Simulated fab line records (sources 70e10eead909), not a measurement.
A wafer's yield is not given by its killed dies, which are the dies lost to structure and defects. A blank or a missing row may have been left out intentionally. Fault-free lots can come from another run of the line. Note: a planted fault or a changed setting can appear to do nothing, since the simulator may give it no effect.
fab line records ; flow nand_harc ; part 1 of 2: steps 1 to 15 of 24
record: lots: 5; wafers: 15; last_day: 24
route steps=1159 shown A_CHANNEL_HOLE_D1@466
lots that met no fault: taken from a fault-free run of the same line
start_h: hours from the record's opening day to when the first of the lot's shown wafers began ; wait_h: hours since the lot's step before ; " identical to the entry in the row above ; L1.1+2: a row that stands for several wafers ; - value missing, or start not given ; * or withheld: withheld ; < > ~ a bound
route shown NAME@n: NAME is a module with steps in the file, n the number in the route of the first one ; usual: average and standard deviation across the fault-free wafers ; same: alike in all rows ; chamber/n: place in a boat ; sites: each site's reading ; _std_site: standard deviation of those values ; _edge_site: inner sites' mean taken away from outer sites' mean ; radius_mm: for every site, how far away it sits from the centre of the wafer ; mask NAME#n: copy n ; behind: the most recent tool/chamber to have shaped the wafer ; hold: the reason the lot was held/the length of the hold in hours/how it ended ; device: which transistor (n, p or np) failed to switch ; end of line: the route-end tests of the same wafers ; for a step that has no rows: nothing shown but its recipe ; killed: dies that structure and defects cost at the first sort, which is not the same as the wafer's yield ; map: shows each die of a wafer: x if killed, . if not, _ if none is there
set.NAME: the setting that was run; set.NAME@STEP: the one run at that earlier step ; model.NAME: the simulator's own value behind a step, which no gauge read
lots at selected steps of the route; one table per step, one row per wafer
services: from which hour (start_h, from the record's first day; less than 0 if before it) a tool's chamber was out of use, for how many hours, and why
== steps ==
step: NHARC_A_CHANNEL_HOLE_D1_ETCH_38
recipe: target_depth_a: 390; over_etch_frac: 0.3; time_s: 65; ion_energy_ev: 80; cf4_flow_sccm: 150; ar_flow_sccm: 0; rf_w: 300; bias_w: 100; chemistry: CF4
usual: drypump_motor_current_A: 5.6/0.34; oes_product_au: 1.000/0.011; rf_vpp_V: 151.2/1.2; showerhead_plenum_p_Torr: 1.77/0.057; throttle_valve_pct: 13.283/0.0092
lot.wafer;tool;chamber;start_h;wait_h;drypump_motor_current_A;oes_product_au;rf_hours_counter_h;rf_vpp_V;showerhead_plenum_p_Torr;throttle_valve_pct
L076.3;rie_diel-05;0;187.51;0.1;5.7;1.009;1;151.6;1.76;13.284
L076.4;rie_diel-05;2;187.51;0.1;5.7;1.027;1;149.5;1.67;13.296
L076.6;rie_diel-05;0;187.51;0.1;5.7;0.998;-;151.1;1.75;13.297
L083.4;rie_diel-05;3;216.79;0.1;6.2;0.989;3;152.6;1.84;13.274
L083.6;rie_diel-05;3;216.79;0.1;6.2;0.979;-;152.4;1.84;13.283
L083.5;rie_diel-05;0;216.79;0.1;5.7;0.991;-;152.1;1.75;13.267
L091.4;rie_diel-04;3;281.87;0.1;5.3;0.991;12;149.5;1.71;13.292
L091.3;rie_diel-04;0;281.87;0.1;5.7;1.008;11;152.4;1.81;13.286
L091.5;rie_diel-04;2;281.87;0.1;5.9;0.990;-;152.8;1.84;13.289
L093.4;rie_diel-04;3;282.11;0.2;5.3;0.987;12;149.2;1.71;13.288
L093.1;rie_diel-04;0;282.11;0.2;5.7;1.008;11;150.5;1.81;13.279
L093.2;rie_diel-04;2;282.11;0.2;5.9;0.995;10;152.7;1.84;13.286
L094.1;rie_diel-02;1;308.60;0.1;6.0;1.002;7;152.8;1.78;13.277
L094.5;rie_diel-02;3;308.60;0.1;5.6;0.996;-;149.2;1.79;13.281
L094.6;rie_diel-02;0;308.60;0.1;6.2;0.981;-;151.5;1.78;13.271
step: NHARC_A_CHANNEL_HOLE_D1_ETCH_39
recipe: target_depth_a: 2600; over_etch_frac: 0.3; time_s: 325; ion_energy_ev: 200; n2_flow_sccm: 150; h2_flow_sccm: 150; ar_flow_sccm: 0; rf_w: 400; bias_w: 150; chemistry: N2/H2
usual: drypump_motor_current_A: 5.6/0.36; oes_product_au: 1.000/0.01; rf_vpp_V: 430.5/2.2; showerhead_plenum_p_Torr: 2.04/0.074; throttle_valve_pct: 14.172/0.009
lot.wafer;tool;chamber;start_h;wait_h;drypump_motor_current_A;oes_product_au;rf_hours_counter_h;rf_vpp_V;showerhead_plenum_p_Torr;throttle_valve_pct
L076.4;rie_diel-05;1;-;-;5.2;1.009;1;428.3;2.04;14.180
L076.3;rie_diel-05;2;-;-;5.7;1.018;1;426.2;1.92;14.190
L076.6;rie_diel-05;0;-;-;5.7;1.007;-;429.9;2.02;14.161
L083.4;rie_diel-05;1;-;-;5.3;1.005;3;429.7;2.04;14.174
L083.5;rie_diel-05;0;-;-;5.7;0.994;-;430.8;2.02;14.167
L083.6;rie_diel-05;1;-;-;5.2;1.015;-;431.4;2.04;14.160
L091.4;rie_diel-04;1;-;-;5.6;1.004;11;427.8;1.94;14.171
L091.3;rie_diel-04;0;-;-;5.7;1.005;11;432.1;2.09;14.175
L091.5;rie_diel-04;2;-;-;5.9;0.987;-;433.5;2.14;14.166
L093.1;rie_diel-04;2;-;-;5.9;0.998;10;433.0;2.14;14.172
L093.2;rie_diel-04;0;-;-;5.7;1.004;11;431.3;2.09;14.170
L093.4;rie_diel-04;1;-;-;5.5;1.015;11;427.9;1.94;14.166
L094.1;rie_diel-02;2;-;-;4.8;0.985;8;433.6;2.14;14.172
L094.6;rie_diel-02;1;-;-;6.0;0.996;-;429.6;2.05;14.179
L094.5;rie_diel-02;2;-;-;4.9;0.991;-;431.5;2.14;14.175
step: NHARC_A_CHANNEL_HOLE_D1_ETCH_34
recipe: target_depth_a: 1540; time_s: 77; cf4_flow_sccm: 100; chf3_flow_sccm: 30; ar_flow_sccm: 0; rf_w: 500; bias_w: 200; chemistry: CF4/CHF3
usual: drypump_motor_current_A: 5.6/0.33; oes_product_au: 0.947/0.027; rf_vpp_V: 370.5/2.1; showerhead_plenum_p_Torr: 1.57/0.054; throttle_valve_pct: 16.802/0.0089
lot.wafer;tool;chamber;start_h;wait_h;drypump_motor_current_A;oes_product_au;rf_hours_counter_h;rf_vpp_V;showerhead_plenum_p_Torr;throttle_valve_pct
L076.4;rie_diel-05;1;-;-;5.2;0.970;1;370.9;1.57;16.794
L076.3;rie_diel-05;0;-;-;5.7;0.961;1;371.1;1.56;16.788
L076.6;rie_diel-05;2;-;-;5.7;0.995;-;368.4;1.49;16.796
L083.4;rie_diel-05;0;-;-;5.7;0.962;3;370.8;1.56;16.793
L083.5;rie_diel-05;2;-;-;5.7;0.989;-;368.4;1.49;16.801
L083.6;rie_diel-05;3;-;-;6.2;0.954;-;372.1;1.64;16.798
L091.4;rie_diel-04;1;-;-;5.5;0.930;11;367.7;1.50;16.791
L091.3;rie_diel-04;3;-;-;5.3;0.925;12;370.5;1.52;16.806
L091.5;rie_diel-04;0;-;-;5.7;0.930;-;373.0;1.61;16.802
L093.4;rie_diel-04;3;-;-;5.3;0.922;13;369.1;1.52;16.800
L093.2;rie_diel-04;0;-;-;5.7;0.915;11;371.3;1.61;16.795
L093.1;rie_diel-04;1;-;-;5.6;0.931;11;367.8;1.50;16.796
L094.1;rie_diel-02;1;-;-;6.0;0.925;7;370.5;1.58;16.811
L094.6;rie_diel-02;0;-;-;6.3;0.915;-;371.1;1.58;16.793
L094.5;rie_diel-02;1;-;-;6.0;0.925;-;371.4;1.58;16.811
step: NHARC_A_CHANNEL_HOLE_D1_ETCH_16
recipe: target_depth_a: 31000; over_etch_frac: 0.3; time_s: 806; ion_energy_ev: 150; o2_flow_sccm: 400; cos_flow_sccm: 20; ar_flow_sccm: 0; rf_w: 500; bias_w: 300; chemistry: O2/COS
usual: drypump_motor_current_A: 5.6/0.35; oes_product_au: 1.002/0.011; rf_vpp_V: 314.3/1.9; showerhead_plenum_p_Torr: 3.12/0.11; throttle_valve_pct: 28.331/0.0092
lot.wafer;tool;chamber;start_h;wait_h;drypump_motor_current_A;oes_product_au;rf_hours_counter_h;rf_vpp_V;showerhead_plenum_p_Torr;throttle_valve_pct
L076.4;rie_diel-05;2;-;-;5.7;1.025;1;310.9;2.95;28.318
L076.3;rie_diel-05;0;-;-;5.7;1.022;1;314.4;3.10;28.337
L076.6;rie_diel-05;2;-;-;5.7;1.020;-;311.8;2.95;28.328
L083.4;rie_diel-05;3;-;-;6.2;0.993;3;317.0;3.25;28.321
L083.6;rie_diel-05;3;-;-;6.2;1.000;-;316.1;3.25;28.338
L083.5;rie_diel-05;0;-;-;5.7;0.999;-;313.2;3.10;28.323
L091.4;rie_diel-04;3;-;-;5.4;1.001;12;312.2;3.02;28.334
L091.3;rie_diel-04;1;-;-;5.6;1.002;11;313.6;2.98;28.338
L091.5;rie_diel-04;3;-;-;5.4;0.995;-;311.0;3.02;28.319
L093.1;rie_diel-04;1;-;-;5.6;1.009;12;313.0;2.98;28.320
L093.2;rie_diel-04;2;-;-;5.9;0.998;11;315.7;3.26;28.349
L093.4;rie_diel-04;0;-;-;5.7;0.992;11;316.3;3.19;28.345
L094.1;rie_diel-02;3;-;-;5.6;0.996;8;315.3;3.15;28.324
L094.6;rie_diel-02;1;-;-;6.0;1.004;-;314.0;3.14;28.330
L094.5;rie_diel-02;2;-;-;4.9;1.001;-;316.6;3.26;28.327
step: NHARC_A_CHANNEL_HOLE_D1_CD_MEAS_18
usual: cd_nm: 99/3.3
lot.wafer;tool;chamber;start_h;wait_h;cd_nm
L076.3;cd_sem-03;-;188.54;-;103
L076.4;cd_sem-03;-;188.54;-;99
L076.6;cd_sem-03;-;188.54;-;100
L083.4;cd_sem-03;-;217.82;-;97
L083.5;cd_sem-03;-;217.82;-;99
L083.6;cd_sem-03;-;217.82;-;97
L091.3;cd_sem-02;-;283.02;-;102
L091.4;cd_sem-02;-;283.02;-;95
L091.5;cd_sem-02;-;283.02;-;100
L093.1;cd_sem-02;-;283.46;-;103
L093.2;cd_sem-02;-;283.46;-;102
L093.4;cd_sem-02;-;283.46;-;96
L094.1;cd_sem-01;-;309.61;-;94
L094.5;cd_sem-01;-;309.61;-;96
L094.6;cd_sem-01;-;309.61;-;93
step: NHARC_A_CHANNEL_HOLE_D1_ETCH_19
recipe: bias_v: 1200; source_w: 2500; pressure_mtorr: 15; time_s: 34.5; ar_flow_sccm: 375; c4f8_flow_sccm: 28.8; o2_flow_sccm: 96.2; temp_c: -20; target_depth_a: *; chemistry: C4F8/O2/Ar
usual: drypump_motor_current_A: 5.91/0.28; showerhead_plenum_p_Torr: 3.80/0.078; throttle_valve_pct: 37.039/0.0091
lot.wafer;tool;chamber;start_h;wait_h;drypump_motor_current_A;rf_hours_counter_h;showerhead_plenum_p_Torr;throttle_valve_pct
L076.4;har_etch-01;1;188.66;0.1;6.42;-;3.68;37.034
L076.3;har_etch-01;0;188.66;0.1;5.66;-;3.87;37.032
L076.6;har_etch-01;0;188.66;0.1;5.65;-;3.87;37.053
L083.4;har_etch-01;1;217.92;0.1;6.40;-;3.67;37.038
L083.6;har_etch-01;1;217.92;0.1;6.40;-;3.67;37.023
L083.5;har_etch-01;0;217.92;0.1;5.61;-;3.86;37.040
L091.4;har_etch-02;1;283.13;0.1;5.73;-;3.85;37.064
L091.3;har_etch-02;0;283.13;0.1;5.92;-;3.80;37.039
L091.5;har_etch-02;0;283.13;0.1;5.93;-;3.80;37.046
L093.2;har_etch-01;0;286.75;3.3;5.61;242;3.84;37.051
L093.1;har_etch-01;1;286.75;3.3;6.37;242;3.65;37.072
L093.4;har_etch-01;1;286.75;3.3;6.37;-;3.65;37.053
L094.1;har_etch-02;1;310.87;1.3;5.72;156;3.85;37.047
L094.5;har_etch-02;0;310.87;1.3;5.91;-;3.80;37.039
L094.6;har_etch-02;1;310.87;1.3;5.76;-;3.85;37.040
step: NHARC_A_CHANNEL_HOLE_D1_ETCH_20
recipe: bias_v: 3000; source_w: withheld; pressure_mtorr: 20; time_s: 361.9; ar_flow_sccm: 375; c4f8_flow_sccm: 89.3; o2_flow_sccm: 35.7; temp_c: -20; target_depth_a: 16000; chemistry: C4F8/O2/Ar
usual: drypump_motor_current_A: 5.91/0.28; showerhead_plenum_p_Torr: 3.76/0.075; throttle_valve_pct: 32.155/0.0089
lot.wafer;tool;chamber;start_h;wait_h;drypump_motor_current_A;rf_hours_counter_h;showerhead_plenum_p_Torr;throttle_valve_pct
L076.4;har_etch-01;1;188.84;0.2;6.32;-;3.64;32.156
L076.3;har_etch-01;0;188.84;0.2;5.61;-;3.82;32.167
L076.6;har_etch-01;0;188.84;0.2;5.61;-;3.82;32.162
L083.4;har_etch-01;1;218.10;0.2;6.40;-;3.63;32.155
L083.6;har_etch-01;1;218.10;0.2;6.41;-;3.63;32.151
L083.5;har_etch-01;0;218.10;0.2;5.59;-;3.81;32.156
L091.4;har_etch-02;1;283.31;0.2;5.72;-;3.81;32.159
L091.3;har_etch-02;0;283.31;0.2;5.90;-;3.76;32.163
L091.5;har_etch-02;0;283.31;0.2;5.91;-;3.76;32.150
L093.2;har_etch-01;0;286.86;0.1;5.62;242;3.80;32.149
L093.1;har_etch-01;1;286.86;0.1;6.41;242;3.62;32.155
L093.4;har_etch-01;1;286.86;0.1;6.40;-;3.61;32.159
L094.1;har_etch-02;1;311.02;0.1;5.74;156;3.80;32.151
L094.5;har_etch-02;0;311.02;0.1;5.90;-;3.75;32.154
L094.6;har_etch-02;1;311.02;0.1;5.72;-;3.80;32.146
step: NHARC_A_CHANNEL_HOLE_D1_ETCH_21
recipe: bias_v: 3000; source_w: withheld; pressure_mtorr: 20; time_s: 514.3; ar_flow_sccm: 375; c4f8_flow_sccm: 89.3; o2_flow_sccm: 35.7; temp_c: -20; target_depth_a: 16000; chemistry: C4F8/O2/Ar
usual: drypump_motor_current_A: 5.91/0.28; showerhead_plenum_p_Torr: 3.76/0.075; throttle_valve_pct: 32.153/0.0084
lot.wafer;tool;chamber;start_h;wait_h;drypump_motor_current_A;rf_hours_counter_h;showerhead_plenum_p_Torr;throttle_valve_pct
L076.4;har_etch-01;1;189.19;0.3;6.38;-;3.64;32.157
L076.3;har_etch-01;0;189.19;0.3;5.58;-;3.82;32.159
L076.6;har_etch-01;0;189.19;0.3;5.60;-;3.82;32.157
L083.4;har_etch-01;1;218.45;0.3;6.40;-;3.63;32.160
L083.6;har_etch-01;1;218.45;0.3;6.40;-;3.63;32.159
L083.5;har_etch-01;0;218.45;0.3;5.59;-;3.81;32.154
L091.4;har_etch-02;1;283.67;0.3;5.74;-;3.81;32.140
L091.3;har_etch-02;0;283.67;0.3;5.92;-;3.75;32.150
L091.5;har_etch-02;0;283.67;0.3;5.93;-;3.75;32.148
L093.2;har_etch-01;0;287.17;0.3;5.63;243;3.80;32.148
L093.1;har_etch-01;1;287.17;0.3;6.41;243;3.61;32.153
L093.4;har_etch-01;1;287.17;0.3;6.40;-;3.61;32.154
L094.1;har_etch-02;1;311.35;0.3;5.77;157;3.80;32.139
L094.5;har_etch-02;0;311.35;0.3;5.92;-;3.75;32.145
L094.6;har_etch-02;1;311.35;0.3;5.76;-;3.80;32.154
step: NHARC_A_CHANNEL_HOLE_D1_ETCH_22
recipe: bias_v: 3000; source_w: withheld; pressure_mtorr: 20; time_s: 666.7; ar_flow_sccm: 375; c4f8_flow_sccm: 89.3; o2_flow_sccm: 35.7; temp_c: -20; target_depth_a: 16000; chemistry: C4F8/O2/Ar
usual: drypump_motor_current_A: 5.91/0.28; showerhead_plenum_p_Torr: 3.76/0.075; throttle_valve_pct: 32.156/0.01
lot.wafer;tool;chamber;start_h;wait_h;drypump_motor_current_A;rf_hours_counter_h;showerhead_plenum_p_Torr;throttle_valve_pct
L076.4;har_etch-01;1;189.68;0.4;6.38;-;3.64;32.141
L076.3;har_etch-01;0;189.68;0.4;5.63;-;3.82;32.151
L076.6;har_etch-01;0;189.68;0.4;5.61;-;3.82;32.161
L083.4;har_etch-01;1;218.94;0.4;6.38;-;3.63;32.170
L083.6;har_etch-01;1;218.94;0.4;6.38;-;3.63;32.151
L083.5;har_etch-01;0;218.94;0.4;5.65;-;3.81;32.159
L091.4;har_etch-02;1;284.15;0.4;5.77;-;3.81;32.154
L091.3;har_etch-02;0;284.15;0.4;5.95;-;3.75;32.162
L091.5;har_etch-02;0;284.15;0.4;5.93;-;3.76;32.169
L093.2;har_etch-01;0;287.61;0.4;5.61;243;3.80;32.160
L093.1;har_etch-01;1;287.61;0.4;6.37;243;3.61;32.154
L093.4;har_etch-01;1;287.61;0.4;6.38;-;3.61;32.148
L094.1;har_etch-02;1;311.81;0.4;5.74;157;3.80;32.145
L094.5;har_etch-02;0;311.81;0.4;5.93;-;3.75;32.163
L094.6;har_etch-02;1;311.81;0.4;5.76;-;3.80;32.152
step: NHARC_A_CHANNEL_HOLE_D1_ETCH_23
recipe: bias_v: 5000; source_w: withheld; pressure_mtorr: 20; time_s: 819; ar_flow_sccm: 375; c4f8_flow_sccm: 89.3; o2_flow_sccm: 35.7; temp_c: -20; target_depth_a: 16000; chemistry: C4F8/O2/Ar
usual: drypump_motor_current_A: 5.91/0.28; showerhead_plenum_p_Torr: 3.76/0.075; throttle_valve_pct: 32.155/0.0092
lot.wafer;tool;chamber;start_h;wait_h;drypump_motor_current_A;rf_hours_counter_h;showerhead_plenum_p_Torr;throttle_valve_pct
L076.4;har_etch-01;1;190.29;0.5;6.37;-;3.64;32.156
L076.3;har_etch-01;0;190.29;0.5;5.63;-;3.82;32.149
L076.6;har_etch-01;0;190.29;0.5;5.60;-;3.82;32.148
L083.4;har_etch-01;1;219.55;0.5;6.40;-;3.63;32.138
L083.6;har_etch-01;1;219.55;0.5;6.38;-;3.63;32.160
L083.5;har_etch-01;0;219.55;0.5;5.63;-;3.81;32.167
L091.4;har_etch-02;1;284.76;0.5;5.72;-;3.80;32.169
L091.3;har_etch-02;0;284.76;0.5;5.90;-;3.75;32.150
L091.5;har_etch-02;0;284.76;0.5;5.92;-;3.75;32.145
L093.2;har_etch-01;0;288.18;0.5;5.64;244;3.80;32.147
L093.1;har_etch-01;1;288.18;0.5;6.40;244;3.61;32.150
L093.4;har_etch-01;1;288.18;0.5;6.39;-;3.61;32.131
L094.1;har_etch-02;1;312.39;0.5;5.73;158;3.80;32.164
L094.5;har_etch-02;0;312.39;0.5;5.93;-;3.75;32.149
L094.6;har_etch-02;1;312.39;0.5;5.75;-;3.80;32.161
step: NHARC_A_CHANNEL_HOLE_D1_ETCH_24
recipe: bias_v: 5000; source_w: withheld; pressure_mtorr: 20; time_s: 906.2; ar_flow_sccm: 375; c4f8_flow_sccm: 93.8; o2_flow_sccm: 31.2; temp_c: -20; target_depth_a: 15000; chemistry: C4F8/O2/Ar
usual: drypump_motor_current_A: 5.91/0.28; showerhead_plenum_p_Torr: 3.75/0.074; throttle_valve_pct: 32.234/0.0096
lot.wafer;tool;chamber;start_h;wait_h;drypump_motor_current_A;rf_hours_counter_h;showerhead_plenum_p_Torr;throttle_valve_pct
L076.4;har_etch-01;1;191.02;0.6;6.35;-;3.63;32.223
L076.3;har_etch-01;0;191.02;0.6;5.60;-;3.81;32.235
L076.6;har_etch-01;0;191.02;0.6;5.61;-;3.82;32.245
L083.4;har_etch-01;1;220.27;0.6;6.39;-;3.63;32.225
L083.6;har_etch-01;1;220.27;0.6;6.35;-;3.63;32.236
L083.5;har_etch-01;0;220.27;0.6;5.63;-;3.81;32.229
L091.4;har_etch-02;1;285.48;0.6;5.77;-;3.80;32.234
L091.3;har_etch-02;0;285.48;0.6;5.93;-;3.75;32.234
L091.5;har_etch-02;0;285.48;0.6;5.95;-;3.75;32.232
L093.2;har_etch-01;0;288.88;0.6;5.61;244;3.79;32.228
L093.1;har_etch-01;1;288.88;0.6;6.36;244;3.61;32.251
L093.4;har_etch-01;1;288.88;0.6;6.37;-;3.61;32.243
L094.1;har_etch-02;1;313.10;0.6;5.74;158;3.79;32.233
L094.5;har_etch-02;0;313.10;0.6;5.92;-;3.74;32.237
L094.6;har_etch-02;1;313.10;0.6;5.75;-;3.79;32.232
step: NHARC_A_CHANNEL_HOLE_D1_ETCH_25
recipe: bias_v: 5000; source_w: withheld; pressure_mtorr: 20; time_s: 1040.2; ar_flow_sccm: 375; c4f8_flow_sccm: 93.8; o2_flow_sccm: 31.2; temp_c: -20; target_depth_a: 15000; chemistry: C4F8/O2/Ar
usual: drypump_motor_current_A: 5.91/0.28; showerhead_plenum_p_Torr: 3.75/0.074; throttle_valve_pct: 32.236/0.0087
lot.wafer;tool;chamber;start_h;wait_h;drypump_motor_current_A;rf_hours_counter_h;showerhead_plenum_p_Torr;throttle_valve_pct
L076.4;har_etch-01;1;191.82;0.7;6.39;-;3.63;32.232
L076.3;har_etch-01;0;191.82;0.7;5.63;-;3.81;32.233
L076.6;har_etch-01;0;191.82;0.7;5.66;-;3.81;32.240
L083.4;har_etch-01;1;221.08;0.7;6.41;-;3.63;32.237
L083.6;har_etch-01;1;221.08;0.7;6.39;-;3.63;32.241
L083.5;har_etch-01;0;221.08;0.7;5.63;-;3.81;32.225
L091.4;har_etch-02;1;286.29;0.7;5.74;-;3.80;32.234
L091.3;har_etch-02;0;286.29;0.7;5.95;-;3.75;32.242
L091.5;har_etch-02;0;286.29;0.7;5.94;-;3.75;32.232
L093.2;har_etch-01;0;289.66;0.7;5.60;245;3.79;32.231
L093.1;har_etch-01;1;289.66;0.7;6.36;245;3.61;32.258
L093.4;har_etch-01;1;289.66;0.7;6.32;-;3.61;32.222
L094.1;har_etch-02;1;313.88;0.7;5.72;159;3.79;32.243
L094.5;har_etch-02;0;313.88;0.7;5.90;-;3.74;32.238
L094.6;har_etch-02;1;313.88;0.7;5.74;-;3.79;32.238
step: NHARC_A_CHANNEL_HOLE_D1_ETCH_26
recipe: bias_v: 300; source_w: 2000; pressure_mtorr: 30; time_s: 224.1; ar_flow_sccm: 375; c4f8_flow_sccm: 11.4; o2_flow_sccm: 113.6; temp_c: -20; target_depth_a: 3000; chemistry: C4F8/O2/Ar
usual: drypump_motor_current_A: 5.91/0.28; showerhead_plenum_p_Torr: 3.80/0.079; throttle_valve_pct: 24.585/0.009
lot.wafer;tool;chamber;start_h;wait_h;drypump_motor_current_A;rf_hours_counter_h;showerhead_plenum_p_Torr;throttle_valve_pct
L076.4;har_etch-01;1;192.47;0.5;6.37;-;3.68;24.568
L076.3;har_etch-01;0;192.47;0.5;5.65;-;3.87;24.583
L076.6;har_etch-01;0;192.47;0.5;5.65;-;3.87;24.599
L083.4;har_etch-01;1;221.73;0.5;6.35;-;3.67;24.596
L083.6;har_etch-01;1;221.73;0.5;6.40;-;3.67;24.581
L083.5;har_etch-01;0;221.73;0.5;5.61;-;3.87;24.574
L091.4;har_etch-02;1;286.94;0.5;5.74;-;3.86;24.576
L091.3;har_etch-02;0;286.94;0.5;5.93;-;3.80;24.585
L091.5;har_etch-02;0;286.94;0.5;5.94;-;3.80;24.588
L093.2;har_etch-01;0;290.54;0.7;5.63;246;3.85;24.597
L093.1;har_etch-01;1;290.54;0.7;6.37;246;3.65;24.582
L093.4;har_etch-01;1;290.54;0.7;6.39;-;3.65;24.590
L094.1;har_etch-02;1;314.65;0.6;5.74;160;3.85;24.577
L094.5;har_etch-02;0;314.65;0.6;5.91;-;3.80;24.574
L094.6;har_etch-02;1;314.65;0.6;5.74;-;3.85;24.590
step: NHARC_A_CHANNEL_HOLE_D1_ETCH_33
recipe: bias_v: 400; source_w: 2000; pressure_mtorr: 25; time_s: 90; ar_flow_sccm: 375; c4f8_flow_sccm: 41.7; o2_flow_sccm: 83.3; temp_c: -20; target_depth_a: 4000; chemistry: C4F8/O2/Ar
usual: drypump_motor_current_A: 5.91/0.28; showerhead_plenum_p_Torr: 3.80/0.077; throttle_valve_pct: 27.619/0.01
lot.wafer;tool;chamber;start_h;wait_h;drypump_motor_current_A;rf_hours_counter_h;showerhead_plenum_p_Torr;throttle_valve_pct
L076.4;har_etch-01;1;192.67;0.2;6.37;-;3.68;27.629
L076.3;har_etch-01;0;192.67;0.2;5.63;-;3.86;27.592
L076.6;har_etch-01;0;192.67;0.2;5.61;-;3.86;27.634
L083.4;har_etch-01;1;221.93;0.2;6.45;-;3.67;27.614
L083.6;har_etch-01;1;221.93;0.2;6.41;-;3.67;27.608
L083.5;har_etch-01;0;221.93;0.2;5.62;-;3.86;27.621
L091.4;har_etch-02;1;287.13;0.2;5.74;-;3.85;27.616
L091.3;har_etch-02;0;287.13;0.2;5.92;-;3.79;27.613
L091.5;har_etch-02;0;287.13;0.2;5.93;-;3.79;27.611
L093.2;har_etch-01;0;290.74;0.2;5.59;246;3.84;27.614
L093.1;har_etch-01;1;290.74;0.2;6.41;246;3.65;27.610
L093.4;har_etch-01;1;290.74;0.2;6.35;-;3.65;27.630
L094.1;har_etch-02;1;314.85;0.2;5.75;160;3.84;27.617
L094.5;har_etch-02;0;314.85;0.2;5.91;-;3.79;27.621
L094.6;har_etch-02;1;314.85;0.2;5.72;-;3.84;27.618
step: NHARC_A_CHANNEL_HOLE_D1_STRIP_41
recipe: n2_flow_sccm: 150; h2_flow_sccm: 150; ar_flow_sccm: 0; bias_w: 0; chemistry: N2/H2
lot.wafer;tool;chamber;start_h;wait_h
L076.4+3+6;rie_diel-04;0,3,1;193.13;0.4
L083.4+5+6;rie_diel-04;1,1,2;222.40;0.4
L091.4+3+5;rie_diel-02;1,0,1;287.60;0.4
L093.2+1+4;rie_diel-05;1,2,3;291.27;0.5
L094.1+6+5;rie_diel-04;1,0,1;315.35;0.5
